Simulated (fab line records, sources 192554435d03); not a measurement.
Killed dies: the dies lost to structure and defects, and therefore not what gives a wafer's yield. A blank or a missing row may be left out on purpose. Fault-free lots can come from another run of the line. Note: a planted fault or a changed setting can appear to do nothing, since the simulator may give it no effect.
Chamber matching | flow n5Finfet | 3 sister chambers for N5_BEOL_M3_PECVD_72 on pecvd-02
The step deposits SiO2 from TEOS/O2, target thk 16 nm, time 18 s. 20 wafers are shown with their chamber, then 10 later ones without.

== EACH WAFER AND ITS CHAMBER ==
wafer  | chamber | showerheadPlenumPTorr (Torr) | throttleValvePct (%) | heaterPowerW (W)
L077.1 | 2       | 8.88                         | 22.9                 | 730
L077.2 | 1       | 8.74                         | 23.6                 | 726
L077.3 | 0       | 8.86                         | 21.3                 | 715
L080.2 | 1       | 8.77                         | 23.7                 | 613
L080.3 | 2       | 8.88                         | 23.0                 | 843
L080.6 | 0       | 8.86                         | 21.3                 | 751
L081.1 | 2       | 8.85                         | 22.7                 | 737
L081.3 | 0       | 8.88                         | 21.2                 | 773
L081.6 | 0       | 8.90                         | 21.4                 | 761
L082.2 | 2       | 8.86                         | 22.7                 | 804
L082.3 | 0       | 8.92                         | 21.3                 | 772
L082.5 | 2       | 8.88                         | 23.0                 | 816
L084.2 | 1       | 8.73                         | 24.2                 | 741
L084.3 | 0       | 8.87                         | 21.4                 | 726
L084.6 | 0       | 8.88                         | 21.3                 | 740
L092.1 | 1       | 8.73                         | 23.7                 | 776
L092.2 | 2       | 8.85                         | 20.7                 | 722
L092.5 | 2       | 8.86                         | 21.1                 | 728
L093.1 | 2       | 8.86                         | 20.7                 | 810
L093.2 | 0       | 8.88                         | 21.4                 | 762

SIGNATURES (averages over the wafers above)
reading               | chamber 0 | chamber 1 | chamber 2 | scatter within a chamber
showerheadPlenumPTorr | 8.8812    | 8.7425    | 8.8650    | 0.0174
throttleValvePct      | 21.325    | 23.800    | 22.100    | 0.693
heaterPowerW          | 750.00    | 714.00    | 773.75    | 45.3
Rule: distance of a wafer from a chamber = root of the sum over the readings of ((wafer's reading minus chamber's mean) / reading's scatter) squared. The wafer belongs to the nearest chamber; if the next one is less than 2 further off, it can't be placed. The scatter: the root of (the sum of the squares of (reading less its chamber's mean) over the shown wafers, divided by (wafers less chambers)).

== WAFERS MISSING THEIR CHAMBER ==
wafer  | showerheadPlenumPTorr (Torr) | throttleValvePct (%) | heaterPowerW (W)
L093.5 | 8.74                         | 23.8                 | 759
L094.1 | 8.73                         | 23.7                 | 739
L094.2 | 8.87                         | 21.1                 | 737
L094.4 | 8.87                         | 21.5                 | 726
L095.1 | 8.75                         | 23.9                 | 697
L095.3 | 8.87                         | 21.3                 | 686
L095.6 | 8.88                         | 21.5                 | 704
L096.2 | 8.85                         | 21.2                 | 849
L096.5 | 8.74                         | 24.0                 | 761
L096.6 | 8.86                         | 21.1                 | 710

== EACH ONE'S CHAMBER ==
wafer  | from the rows above     | in truth
L093.5 | 1                       | 1
L094.1 | 1                       | 1
L094.2 | can't be placed: 0 or 2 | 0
L094.4 | can't be placed: 0 or 2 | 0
L095.1 | 1                       | 1
L095.3 | can't be placed: 0 or 2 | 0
L095.6 | can't be placed: 0 or 2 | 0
L096.2 | can't be placed: 2 or 0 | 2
L096.5 | 1                       | 1
L096.6 | can't be placed: 0 or 2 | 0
4 of 10 placed correctly. From these rows, 6 cannot be placed; in 6 the true chamber is one of the candidates. Number placed wrongly: 0.
